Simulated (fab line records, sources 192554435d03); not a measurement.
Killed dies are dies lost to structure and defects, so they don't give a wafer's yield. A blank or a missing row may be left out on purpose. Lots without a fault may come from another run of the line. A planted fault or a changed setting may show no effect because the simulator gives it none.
fab line records | flow n5_finfet
record lots=4 wafers=12 last_day=18
route steps=1938 shown WELL_APT@21 PMOS_HMC_CHANNEL_EPI@57 BEOL_M4@1111 PASSIVATION@1936
lots that met no fault: from a run of the same line without faults
start_h: hours from the record's first day to the start of the lot's first wafer shown | wait_h: hours since the lot's step before | " the same as in the row above | L1.1+2: a row that stands for several wafers | - no value, or no start given | * or withheld: withheld | < > ~ a bound
route shown NAME@n: a module of which the file shows steps, and the number in the route of the first | usual: mean/standard deviation of fault-free wafers | same: alike in all rows | chamber/n: place in a boat | sites: the reading at each site | _std_site: their standard deviation | _edge_site: outer sites' mean less inner sites' | radius_mm: how far each site lies from the wafer's centre | mask NAME#n: copy n | behind: the tool/chamber that last shaped the wafer | hold: why the lot was held/for how many hours/how that ended | device: the transistor (n, p or np) that didn't switch | end of line: the same wafers' tests at the end of the route | a step without rows: its recipe alone | killed: dies lost to structure and defects at the first sort, not the wafer's yield | map: a wafer's dies, x killed, . not, _ none there
set.NAME: the setting as run; set.NAME@STEP: as run at that earlier step | model.NAME: the simulator's own value behind a step, which no gauge read
lots at some steps of the route; a table a step, a row a wafer
services: from which hour (start_h, from the record's first day; less than 0 if before it) a tool's chamber was out of use, for how many hours, and why
## steps
# step N5_WELL_APT_COAT_02
# recipe spin_rpm=1357 resist_thk_nm=950
# step N5_WELL_APT_EBR_04
# recipe solvent=PGMEA ebr_width_mm=1.5
# step N5_WELL_APT_SOFTBAKE_03
# recipe temp_c=130 time_s=60
# step N5_WELL_APT_EXPOSE_05
# recipe mask_id=NWELL na=0.8 source_shape=conventional sigma_outer=0.8 polarization=unpolarized defocus_nm=0 target_cd_nm=200 dose_mj=20.3
# step N5_WELL_APT_PEB_06
# recipe peb_temp_c=130 peb_time_s=90
# step N5_WELL_APT_DEVELOP_07
# recipe develop_time_s=45 rinse_liquid=surfactant_rinse dry=air_spin dev_temp_c=21
# step N5_WELL_APT_HARDBAKE_12
# recipe temp_c=130 time_s=120
# step N5_WELL_APT_DESCUM_13
# recipe chemistry=O2 time_s=7.9 source_power_w=50 bias_power_w=20 pressure_mtorr=20 rf_frequency_hz=2.712e+07 temp_c=40 o2_flow_sccm=225
# step N5_WELL_APT_IMPLANT_14
# recipe species=P energy_kev=160 dose_cm2=1.5e+13 tilt_deg=0 rotation_deg=0
# step N5_WELL_APT_IMPLANT_15
# recipe species=As energy_kev=25 dose_cm2=1.5e+13 tilt_deg=0 rotation_deg=0
# usual beam_energy_keV=24.999/0.0088 beam_on_s=9.98/0.21 tilt_deg=0.001/0.021
# columns lot.wafer tool chamber start_h wait_h beam_energy_keV beam_on_s tilt_deg
L726.1 implanter-01 - 80.14 0.1 - - -
L726.3 " - " " - - -
L726.5 " - " " - - -
L727.1 implanter-01 - 86.05 0.1 - - -
L727.2 " - " " - - -
L727.5 " - " " - - -
L730.2 implanter-01 0 104.08 0.1 24.988 9.87 -0.020
L730.4 " 0 " " 24.999 10.18 -0.020
L730.5 " 0 " " 25.003 10.10 -0.039
L738.2 implanter-01 0 152.38 0.1 24.981 10.60 -0.020
L738.5 " 0 " " 24.986 10.29 -0.007
L738.6 " 0 " " 24.986 9.83 -0.016
# step N5_WELL_APT_STRIP_16
# recipe chemistry=SPM time_s=900 temp_c=130 h2so4_h2o2_vol_ratio=4 dry=ipa_marangoni
# step N5_WELL_APT_HMDS_18
# recipe time_s=60 temp_c=120
# step N5_WELL_APT_COAT_19
# recipe spin_rpm=1357 resist_thk_nm=950
# step N5_WELL_APT_EBR_21
# recipe solvent=PGMEA ebr_width_mm=1.5
# step N5_WELL_APT_SOFTBAKE_20
# recipe temp_c=130 time_s=60
# step N5_WELL_APT_EXPOSE_22
# recipe mask_id=PWELL na=0.8 source_shape=conventional sigma_outer=0.8 polarization=unpolarized defocus_nm=0 target_cd_nm=200 dose_mj=23.2
# step N5_WELL_APT_PEB_23
# recipe peb_temp_c=130 peb_time_s=90
# step N5_WELL_APT_DEVELOP_24
# recipe develop_time_s=45 rinse_liquid=surfactant_rinse dry=air_spin dev_temp_c=21
# step N5_WELL_APT_HARDBAKE_29
# recipe temp_c=130 time_s=120
# step N5_WELL_APT_DESCUM_30
# recipe chemistry=O2 time_s=7.9 source_power_w=50 bias_power_w=20 pressure_mtorr=20 rf_frequency_hz=2.712e+07 temp_c=40 o2_flow_sccm=225
# step N5_WELL_APT_IMPLANT_31
# recipe species=B energy_kev=60 dose_cm2=1.5e+13 tilt_deg=0 rotation_deg=0
# step N5_WELL_APT_IMPLANT_32
# recipe species=BF2 energy_kev=50 dose_cm2=2e+13 tilt_deg=0 rotation_deg=0
# step N5_WELL_APT_STRIP_33
# recipe chemistry=SPM time_s=900 temp_c=130 h2so4_h2o2_vol_ratio=4 dry=ipa_marangoni
# step N5_WELL_APT_RTA_34
# recipe temp_c=1000 time_s=10 ambient=N2 idle_temp_c=600 ramp_up_c_per_s=150 ramp_down_c_per_s=60 cool_to_c=600
# step N5_WELL_APT_OXIDE_STRIP_42
# recipe chemistry=dHF dilution=25:1 time_s=45 temp_c=25 target=SiO2 target_depth_a=120
# step N5_WELL_APT_PRECLEAN_36
# recipe chemistry=O3/DIW time_s=45 temp_c=22 o3_ppm=10
# step N5_WELL_APT_PRECLEAN_39
# recipe chemistry=dHF time_s=60 dilution=150:1 temp_c=25
# step N5_WELL_APT_SRD_37
# recipe dry=ipa_marangoni do_ppb=5 time_s=30 temp_c=23 rinse_liquid=diw
# step N5_WELL_APT_EPI_41
# recipe material=Si target_thk_a=500 temp_c=650 precursor=SiH4/H2 pressure_torr=20 time_s=297.7
# step N5_PMOS_HMC_CHANNEL_EPI_HM_DEP_34
# recipe material=SiO2 target_thk_a=360 temp_c=400 precursor=TEOS/O2 pressure_torr=6.5 rf_w=900 teos_flow_sccm=161.4 gas=O2 flow_sccm=2650 time_s=6.9
# step N5_PMOS_HMC_CHANNEL_EPI_COAT_31
# recipe resist=BARC temp_c=205 time_s=60 spin_rpm=1500 resist_thk_nm=66
# step N5_PMOS_HMC_CHANNEL_EPI_COAT_03
# recipe resist=CAR-ArF-block spin_rpm=1500 resist_thk_nm=205
# step N5_PMOS_HMC_CHANNEL_EPI_EBR_05
# recipe solvent=PGMEA ebr_width_mm=1.5
# step N5_PMOS_HMC_CHANNEL_EPI_SOFTBAKE_04
# recipe temp_c=110 time_s=60 resist=CAR-ArF-block
# step N5_PMOS_HMC_CHANNEL_EPI_EXPOSE_06
# recipe mask_id=PMOS_HMC_BLK na=1.35 source_shape=conventional sigma_outer=0.8 polarization=unpolarized target_cd_nm=240 dose_mj=41
# step N5_BEOL_M4_RC_MEAS_101
# usual CJ_P=5.72/0.27 DIBL_N=36.4/2.7 DIBL_P=36/3.2 IOFF_N=0.16/0.046 IOFF_P=0.21/0.055 IOFF_P_85C=3.7/0.82 IOFF_P_LIN=0.100/0.02 ION_N=677/15 ION_P=464/11 SS_N=71.5/0.79 SS_P=73.3/0.93 VT_N=250/4.1 VT_P=-251/4.4
# columns lot.wafer tool chamber start_h wait_h CJ_P DIBL_N[mV/V] DIBL_P[mV/V] IOFF_N[nA/um] IOFF_P[nA/um] IOFF_P_85C[nA/um] IOFF_P_LIN[nA/um] ION_N[uA/um] ION_P[uA/um] SS_N[mV/dec] SS_P[mV/dec] VT_N[mV] VT_P[mV]
L727.1 prober-02 0 249.36 0.0 0.99 31.1 35 0.11 0.25 4.2 0.104 661 462 69.8 74.6 251 -251
L727.2 " 0 " " 1.00 29.8 38 0.10 0.37 5.7 0.118 657 468 70.0 77.2 253 -249
L727.5 " 0 " " 1.00 32.4 45 0.12 0.70 9.7 0.159 666 471 71.2 82.0 253 -247
L726.1 prober-01 0 251.19 0.0 1.00 36.1 46 0.16 0.71 10.2 0.190 680 490 71.4 79.2 253 -241
L726.3 " 0 " " 1.02 37.0 43 0.19 0.47 7.2 0.171 701 492 72.7 76.4 244 -240
L726.5 " 0 " " 1.01 34.8 57 0.15 2.43 28.6 0.307 677 486 70.6 92.0 247 -240
L730.2 prober-01 0 275.31 0.2 5.86 39.8 40 0.24 0.26 4.3 0.115 696 468 71.9 73.4 245 -248
L730.4 " 0 " " 5.82 41.8 43 0.29 0.31 5.0 0.131 698 465 73.2 74.5 243 -247
L730.5 " 0 " " 5.46 34.9 35 0.14 0.18 3.2 0.091 658 457 70.8 72.5 254 -251
L738.2 prober-01 0 319.60 0.2 5.37 35.0 35 0.14 0.15 2.8 0.075 662 449 71.4 72.9 252 -256
L738.5 " 0 " " 5.96 36.2 36 0.15 0.15 2.9 0.075 667 447 72.0 73.0 251 -257
L738.6 " 0 " " 5.51 29.7 30 0.07 0.10 2.1 0.058 631 438 70.5 71.5 260 -263
# step N5_PASSIVATION_PROBE_49
# usual defect_limited_yield=91.1/1.4 killed_at_M0_to_M3=34/9.7 killed_at_M4_up=13/5.1 killed_at_contacts=14/6.3 killed_at_front_end=40/11 killed_at_other=3.5/2.7 killed_dies=105/16 killed_on_rim=13/4.1 killed_open=70/12 killed_short=34/7.8 sort_bin_4_leakage=0.02/0.13 sort_bin_5_function=5.2/0.88 sort_bin_6_memory=3.3/0.7 sort_bin_8_speed=0.1/0.62 sort_n_pass=1074/17 sort_yield_pct=91.0/1.5
# same gross_dies=1180 killed_at_back_side=0
# columns lot.wafer tool chamber start_h wait_h defect_limited_yield[%] killed_at_M0_to_M3 killed_at_M4_up killed_at_contacts killed_at_front_end killed_at_other killed_dies killed_on_rim killed_open killed_short sort_bin_4_leakage[%] sort_bin_5_function[%] sort_bin_6_memory[%] sort_bin_8_speed[%] sort_n_pass sort_yield_pct[%]
L727.1 prober-01 - 357.41 0.0 90.1 22 15 10 63 7 117 19 84 33 0 5.5 4.2 0 1063 90.1
L727.2 prober-01 - 357.46 0.1 88.4 49 12 10 60 6 137 15 87 47 0 7.2 3.9 0 1043 88.4
L727.5 prober-01 - 357.61 0.2 90.4 32 16 22 40 3 113 22 74 38 50.17 5.5 3.6 0 475 40.3
L726.1 prober-02 - 357.42 0.0 91.5 30 9 14 45 2 100 13 61 37 59.49 5.0 2.8 0 378 32.0
L726.3 prober-02 - 357.52 0.1 93.6 17 11 14 32 2 76 9 57 19 2.97 3.6 2.6 0 1069 90.6
L726.5 prober-02 - 357.62 0.2 91.7 29 13 24 29 3 98 14 71 27 91.69 4.8 3.3 0 0 0
L730.2 prober-02 - 377.93 0.1 90.3 44 16 6 48 0 114 16 81 31 0 5.4 3.9 0 1066 90.3
L730.4 prober-02 - 378.03 0.2 87.5 68 10 14 54 2 148 23 107 41 0 7.8 4.3 0 1032 87.5
L730.5 prober-02 - 378.08 0.2 91.2 41 22 3 33 5 104 12 67 36 0 5.4 3.1 0 1076 91.2
L738.2 prober-01 - 429.89 0.1 92.7 36 14 1 34 1 86 14 59 27 0 4.7 2.3 0 1094 92.7
L738.5 prober-01 - 430.04 0.2 93.6 18 5 3 47 2 75 7 48 24 0 3.5 2.7 0 1105 93.6
L738.6 prober-01 - 430.09 0.3 90.8 34 17 6 50 2 109 11 68 32 0 4.6 3.7 2.5 1042 88.3
# killed by level:class
L727.1 FIN_SAQP:geometric_particle:open=19 STI_FIN_REVEAL:geometric_particle:open=19 FIN_SAQP:geometric_particle:short=9 MOL_CONTACT_COAG:geometric_particle:open=9 BEOL_M1:geometric_particle:open=8 BEOL_M0_SAQP:geometric_particle:open=6 BEOL_M4:geometric_particle:open=6 STARTING-WAFER:geometric_particle:open=5
L726.1 FIN_SAQP:geometric_particle:short=10 BEOL_M1:geometric_particle:open=10 MOL_CONTACT_COAG:geometric_particle:open=9 STI_FIN_REVEAL:geometric_particle:open=7 BEOL_M2:geometric_particle:open=6 BEOL_M0_SAQP:geometric_particle:open=6 DUMMY_GATE:geometric_particle:open=5 MOL_CONTACT_COAG:geometric_particle:short=5
L727.2 FIN_SAQP:geometric_particle:open=13 STI_FIN_REVEAL:geometric_particle:open=13 BEOL_M1:geometric_particle:open=13 BEOL_M2:geometric_particle:open=10 MOL_CONTACT_COAG:geometric_particle:open=8 FIN_SAQP:geometric_particle:short=7 GATE_CUT:geometric_particle:short=7 BEOL_M1:geometric_particle:short=7
L726.3 MOL_CONTACT_COAG:geometric_particle:open=12 STI_FIN_REVEAL:geometric_particle:open=9 DUMMY_GATE:geometric_particle:open=7 BEOL_M0:geometric_particle:open=4 BEOL_M2:geometric_particle:open=4 ILD0:geometric_particle:open=3 BEOL_M1:geometric_particle:open=3 BEOL_M4:geometric_particle:open=3
L727.5 MOL_CONTACT_COAG:geometric_particle:open=19 FIN_SAQP:geometric_particle:short=13 BEOL_M0_SAQP:geometric_particle:open=12 BEOL_M0_SAQP:geometric_particle:short=11 FIN_SAQP:geometric_particle:open=7 STI_FIN_REVEAL:geometric_particle:open=7 BEOL_M4:geometric_particle:open=7 BEOL_M0:geometric_particle:open=4
L726.5 MOL_CONTACT_COAG:geometric_particle:open=20 BEOL_M1:geometric_particle:open=8 BEOL_M4:geometric_particle:open=7 GATE_CUT:geometric_particle:short=6 STI_FIN_REVEAL:geometric_particle:open=5 BEOL_M2:geometric_particle:open=5 BEOL_M3:geometric_particle:open=5 FIN_SAQP:geometric_particle:short=4
L730.2 FIN_SAQP:geometric_particle:open=22 BEOL_M0_SAQP:geometric_particle:open=17 BEOL_M0_SAQP:geometric_particle:short=11 BEOL_M3:geometric_particle:open=9 STI_FIN_REVEAL:geometric_particle:open=7 BEOL_M4:geometric_particle:open=7 DUMMY_GATE:geometric_particle:open=5 MOL_CONTACT_COAG:geometric_particle:open=5
L730.4 STI_FIN_REVEAL:geometric_particle:open=29 BEOL_M0_SAQP:geometric_particle:open=22 BEOL_M0_SAQP:geometric_particle:short=15 BEOL_M3:geometric_particle:open=14 MOL_CONTACT_COAG:geometric_particle:open=11 BEOL_M2:geometric_particle:open=6 FIN_SAQP:geometric_particle:short=5 FIN_SAQP:geometric_particle:open=5
L730.5 BEOL_M0_SAQP:geometric_particle:short=11 BEOL_M0_SAQP:geometric_particle:open=10 BEOL_M4:geometric_particle:open=10 FIN_SAQP:geometric_particle:short=8 BEOL_M2:geometric_particle:open=8 FIN_SAQP:geometric_particle:open=7 STARTING-WAFER:geometric_particle:open=5 DUMMY_GATE:geometric_particle:open=4
L738.2 BEOL_M2:geometric_particle:open=13 STI_FIN_REVEAL:geometric_particle:open=10 GATE_CUT:geometric_particle:short=7 BEOL_M0:geometric_particle:open=5 BEOL_M1:geometric_particle:open=5 BEOL_M4:geometric_particle:open=5 BEOL_M0_SAQP:geometric_particle:short=4 FIN_SAQP:geometric_particle:open=3
L738.5 FIN_SAQP:geometric_particle:open=12 FIN_SAQP:geometric_particle:short=11 STI_FIN_REVEAL:geometric_particle:open=8 DUMMY_GATE:geometric_particle:open=6 BEOL_M2:geometric_particle:open=5 BEOL_M1:geometric_particle:open=5 STARTING-WAFER:geometric_particle:short=4 BEOL_M4:geometric_particle:open=3
L738.6 FIN_SAQP:geometric_particle:open=10 FIN_SAQP:geometric_particle:short=8 BEOL_M1:geometric_particle:open=8 HKMG_FIN:area_etch=8 BEOL_M3:geometric_particle:open=7 BEOL_M4:geometric_particle:open=7 BEOL_M2:geometric_particle:open=6 STI_FIN_REVEAL:geometric_particle:open=5
# map L726.1 (x killed, . not)
_________________x...x.......________________
______________.......x....x....._____________
___________..x....x..x.....x.x.....__________
__________.........................._________
________x...................x........._______
_______.............x................xx______
______.xx......................x........_____
_____.x..xx.x............x........x......____
____......................................___
___......................x...........x.....__
___.....xxxx................x.xx...........__
__.........x............x.....x.....x...x..._
__.........x.x......................x......._
_.x.x........x...........x...................
_...x....x...................................
_.....x............x.....x..............x....
_..............x.............................
_.....x................x.....................
_......................x.....x......x.x......
_.......................x........x...x.......
_.xx...............x.....xx.....xx........x..
__............x...x..xxx...................._
__.....x.....x..x............x..x..........._
___....................x........x....x.....__
___.............................x..........__
____.......x...........x..................___
_____.......................x............____
______....x....x..........x..xx........._____
_______...........................x....______
________.x.x......x..................._______
__________.......................x.._________
___________...x..............x.....__________
______________.x....x....x......_____________
_________________............________________
# map L727.2 (x killed, . not)
_________________......x.x.x.________________
______________x.........x..x...._____________
___________.........x..............__________
__________..x.......x...x..........._________
________.......x.....x...x.x.........._______
_______...x............xx..............______
______.........xxx..x..........xx......x_____
_____............x.......x.xx.xx....x....____
____...x.....x........x...................___
___...............x......xx...............x__
___.xx............x...........xx.........xx__
__............................x......x......_
__......x.......xx...............xx........._
_..........x.......x....x............x......x
_x.........x.x....x.x................x.......
_..........x.......x....xx...............x...
_............xx....x.....x..x.x...x..........
_..x....................x.........x..........
_......x.......x.............x....x......x...
_......x.....................x..x..........x.
_.x.......................................x..
__.....x.....x.......xx...........x.....x..._
__..x..x.....................x........x....._
___.........x......x.....xx......x...x.....__
___..x..x..........x.......x.......x.......__
____....xx.....x........x..x..x........xxx___
_____.................xxx................____
______.x.x.........x.........x.........._____
_______....x..................x........______
________...................x.........._______
__________........x...........x....._________
___________................x....x.x__________
______________....x.....xx......_____________
_________________............________________
## services
# columns tool chamber start_h hours kind
implanter-01 - 131.32 3.6 repair
## key
first_sign step=N5_WELL_APT_IMPLANT_15 reading=tool_record direction=missing
effect step=N5_BEOL_M4_RC_MEAS_101 reading=CJ_P direction=down sigmas=17 usual=5.72 struck=1.00
effect step=N5_BEOL_M4_RC_MEAS_101 reading=IOFF_P direction=up sigmas=11 usual=0.21 struck=0.82
effect step=N5_BEOL_M4_RC_MEAS_101 reading=IOFF_P_85C direction=up sigmas=8.8 usual=3.7 struck=10.9
effect step=N5_BEOL_M4_RC_MEAS_101 reading=SS_P direction=up sigmas=7.5 usual=73.3 struck=80.2
effect step=N5_BEOL_M4_RC_MEAS_101 reading=IOFF_P_LIN direction=up sigmas=3.7 usual=0.100 struck=0.175 wafers_moved=5
effect step=N5_BEOL_M4_RC_MEAS_101 reading=DIBL_P direction=up sigmas=2.4 usual=36 struck=44 wafers_moved=4
effect step=N5_PASSIVATION_PROBE_49 reading=sort_bin_4_leakage direction=up sigmas=99+ usual=0.02 struck=34.05 wafers_moved=4
met_at N5_WELL_APT_IMPLANT_15
struck_wafers L726.1,L726.3,L726.5,L727.1,L727.2,L727.5
fault kind=skipped_step_whole tool=implanter-01 chamber=- onset_h=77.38 steps=N5_WELL_APT_IMPLANT_15 scope=struck_lots_only
